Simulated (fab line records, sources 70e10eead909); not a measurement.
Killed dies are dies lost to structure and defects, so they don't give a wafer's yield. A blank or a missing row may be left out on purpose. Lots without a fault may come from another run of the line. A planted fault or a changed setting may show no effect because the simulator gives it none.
Tool commonality check | flow nand_harc | 12 lots, 36 wafers sampled

WHY IT WAS OPENED
At NHARC_P_GATE_CD_MEAS_91 the reading cd_nm is flagged on 1 of 12 lots. Wafers without a fault read 1999.9 nm, standard deviation 1.3.
Rule: a lot is flagged when every wafer of it that has a number lies more than 4 standard deviations from that mean, or none has a number. The other lots count as sound.

lot  | measured     | on        | cd_nm (nm), wafer by wafer | flag
L804 | day 4 22:57  | cd_sem-01 | 1998.2 1998.5 1997.6       |
L807 | day 6 02:16  | cd_sem-03 | 1997.9 1997.7 1999.0       |
L810 | day 6 08:18  | cd_sem-01 | 2000.4 2001.6 2002.2       |
L809 | day 6 08:46  | cd_sem-02 | 1999.2 2000.5 1997.8       |
L811 | day 7 04:46  | cd_sem-01 | 2000.2 2001.9 2002.2       |
L812 | day 7 11:41  | cd_sem-01 | 1938.9 1938.8 1940.1       | FLAGGED
L814 | day 7 23:58  | cd_sem-03 | 2000.3 1999.0 1999.0       |
L817 | day 8 20:12  | cd_sem-03 | 1998.9 1999.5 1999.5       |
L822 | day 9 19:10  | cd_sem-01 | 2000.7 1998.3 1998.7       |
L824 | day 10 13:26 | cd_sem-03 | 1999.1 1999.6 1998.9       |
L826 | day 10 20:46 | cd_sem-01 | 2000.0 2000.3 1998.5       |
L827 | day 11 04:02 | cd_sem-01 | 2000.2 2000.9 1999.6       |
The numbers of the flagged lots are 1939.3 nm on average: -60.6 nm against the usual, or -47 standard deviations.

WHICH TOOL RAN EACH LOT
The record holds 2 process steps before the reading, out of a route of 1159 steps. In each cell: the tool, then ch and the chambers that the sampled wafers went through, then the start.
lot  | flag    | NHARC_P_GATE_ALD_36               | NHARC_P_GATE_EXPOSE_88
L804 |         | ald_sin-04 ch 0,1,2, day 4 12:16  | krf_scanner-03 ch 0, day 4 22:49
L807 |         | ald_sin-01 ch 1,3, day 5 13:23    | krf_scanner-03 ch 0, day 6 02:07
L810 |         | ald_sin-04 ch 0,2,3, day 5 19:18  | krf_scanner-02 ch 0, day 6 08:09
L809 |         | ald_sin-01 ch 0,2,3, day 5 18:41  | krf_scanner-03 ch 0, day 6 08:35
L811 |         | ald_sin-04 ch 0,2,3, day 6 15:57  | krf_scanner-03 ch 0, day 7 04:37
L812 | FLAGGED | ald_sin-01 ch 2,3, day 6 21:45    | krf_scanner-03 ch 0, day 7 11:32
L814 |         | ald_sin-04 ch 2,3, day 7 10:10    | krf_scanner-03 ch 0, day 7 23:49
L817 |         | ald_sin-03 ch 2,3, day 8 06:10    | krf_scanner-01 ch 0, day 8 20:03
L822 |         | ald_sin-03 ch 1,2, day 9 05:18    | krf_scanner-03 ch 0, day 9 19:01
L824 |         | ald_sin-04 ch 0,2,3, day 9 23:28  | krf_scanner-03 ch 0, day 10 13:16
L826 |         | ald_sin-01 ch 0,1,2, day 10 08:49 | krf_scanner-01 ch 0, day 10 20:37
L827 |         | ald_sin-04 ch 0,2,3, day 10 12:02 | krf_scanner-03 ch 0, day 11 03:53
What these steps do:
- NHARC_P_GATE_ALD_36: deposits SiNx, target thk 20 nm, pulse time 60 s, ald cycles 223.
- NHARC_P_GATE_EXPOSE_88: exposes mask P HVN, target cd 2000 nm.
- NHARC_P_GATE_CD_MEAS_91: target cd 2000 nm.

FLAGGED OVER TOTAL, TOOL BY TOOL (the gauges that took the reading come last)
step                    | tool           | lots run | flagged | share of the flagged lots | sound lots run after its first flagged lot
NHARC_P_GATE_ALD_36     | ald_sin-01     | 4        | 1       | all                       | 1 (L826)
NHARC_P_GATE_ALD_36     | ald_sin-03     | 2        | 0       | none                      | -
NHARC_P_GATE_ALD_36     | ald_sin-04     | 6        | 0       | none                      | -
NHARC_P_GATE_EXPOSE_88  | krf_scanner-01 | 2        | 0       | none                      | -
NHARC_P_GATE_EXPOSE_88  | krf_scanner-02 | 1        | 0       | none                      | -
NHARC_P_GATE_EXPOSE_88  | krf_scanner-03 | 9        | 1       | all                       | 4 (L814,L822,L824,L827)
NHARC_P_GATE_CD_MEAS_91 | cd_sem-01      | 7        | 1       | all                       | 3 (L822,L826,L827)
NHARC_P_GATE_CD_MEAS_91 | cd_sem-02      | 1        | 0       | none                      | -
NHARC_P_GATE_CD_MEAS_91 | cd_sem-03      | 4        | 0       | none                      | -

WHAT THE TABLE ALLOWS
3 rows of the table ran every flagged lot: ald_sin-01 at NHARC_P_GATE_ALD_36, krf_scanner-03 at NHARC_P_GATE_EXPOSE_88, cd_sem-01 at NHARC_P_GATE_CD_MEAS_91.
- ald_sin-01 at NHARC_P_GATE_ALD_36: 1 of its 4 lots flagged. Sound lots ran on it after the first flagged one (L826), which a lasting fault on the whole tool wouldn't allow.
- krf_scanner-03 at NHARC_P_GATE_EXPOSE_88: 1 of its 9 lots flagged. Sound lots ran on it after the first flagged one (L814, L822, L824, L827), which a lasting fault on the whole tool wouldn't allow.
- cd_sem-01 at NHARC_P_GATE_CD_MEAS_91: 1 of its 7 lots flagged. Sound lots ran on it after the first flagged one (L822, L826, L827), which a lasting fault on the whole tool wouldn't allow.
No row of the table ran every flagged lot and no sound lot after the first.

WHAT THE SIMULATOR HAD PUT IN
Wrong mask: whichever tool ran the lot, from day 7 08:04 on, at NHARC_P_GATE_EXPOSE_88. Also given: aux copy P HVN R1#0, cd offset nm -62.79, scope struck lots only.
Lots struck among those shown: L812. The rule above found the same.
